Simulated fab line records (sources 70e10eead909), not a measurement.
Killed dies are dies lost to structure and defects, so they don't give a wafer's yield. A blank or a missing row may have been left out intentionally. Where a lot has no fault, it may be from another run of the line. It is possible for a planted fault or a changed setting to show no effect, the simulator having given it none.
Matching of chambers + flow nand_harc + rie_diel-13 running NHARC_A_CONTACT_ETCH_75: 4 sister chambers
The step etches the open film in CF4, target depth 39 nm, time 65 s. 7 wafers are shown with their chamber, then 7 later ones without.

WAFERS WITH THEIR CHAMBER
| wafer  | chamber | drypump_motor_current_A (A) | showerhead_plenum_p_Torr (Torr) |
|--------|---------|-----------------------------|---------------------------------|
| L873.1 | 0       | 6.1                         | 1.64                            |
| L873.2 | 3       | 5.1                         | 1.83                            |
| L874.1 | 0       | 6.1                         | 1.64                            |
| L874.2 | 2       | 6.0                         | 1.81                            |
| L874.4 | 1       | 6.4                         | 1.77                            |
| L880.2 | 1       | 6.4                         | 1.76                            |
| L880.3 | 2       | 5.9                         | 1.80                            |

WAFERS MISSING THEIR CHAMBER
| wafer  | drypump_motor_current_A (A) | showerhead_plenum_p_Torr (Torr) |
|--------|-----------------------------|---------------------------------|
| L880.5 | 6.1                         | 1.64                            |
| L884.3 | 5.0                         | 1.82                            |
| L884.4 | 6.4                         | 1.76                            |
| L884.5 | 6.4                         | 1.76                            |
| L885.1 | 6.4                         | 1.76                            |
| L885.2 | 5.0                         | 1.82                            |
| L885.5 | 5.9                         | 1.80                            |

CHAMBER TAKEN BY EACH
| wafer  | from the rows above | in truth |
|--------|---------------------|----------|
| L880.5 | 0                   | 0        |
| L884.3 | 3                   | 3        |
| L884.4 | 1                   | 1        |
| L884.5 | 1                   | 1        |
| L885.1 | 1                   | 1        |
| L885.2 | 3                   | 3        |
| L885.5 | 2                   | 2        |
Placed correctly: 7 of 7. Can't be placed from these rows: 0. Placed wrongly: 0.
How it was worked out, from the rows above alone: a wafer's distance from a chamber is the root of the sum, over the readings, of the square of ((its reading less the chamber's mean) divided by the reading's scatter). The wafer belongs to the nearest chamber; if the next one is less than 2 further off, it can't be placed. A chamber's mean is the mean of its shown wafers. How the scatter is found: for the shown wafers, subtract from each reading the mean of its chamber, square and add these, divide the total by (wafers less chambers), then take the root.
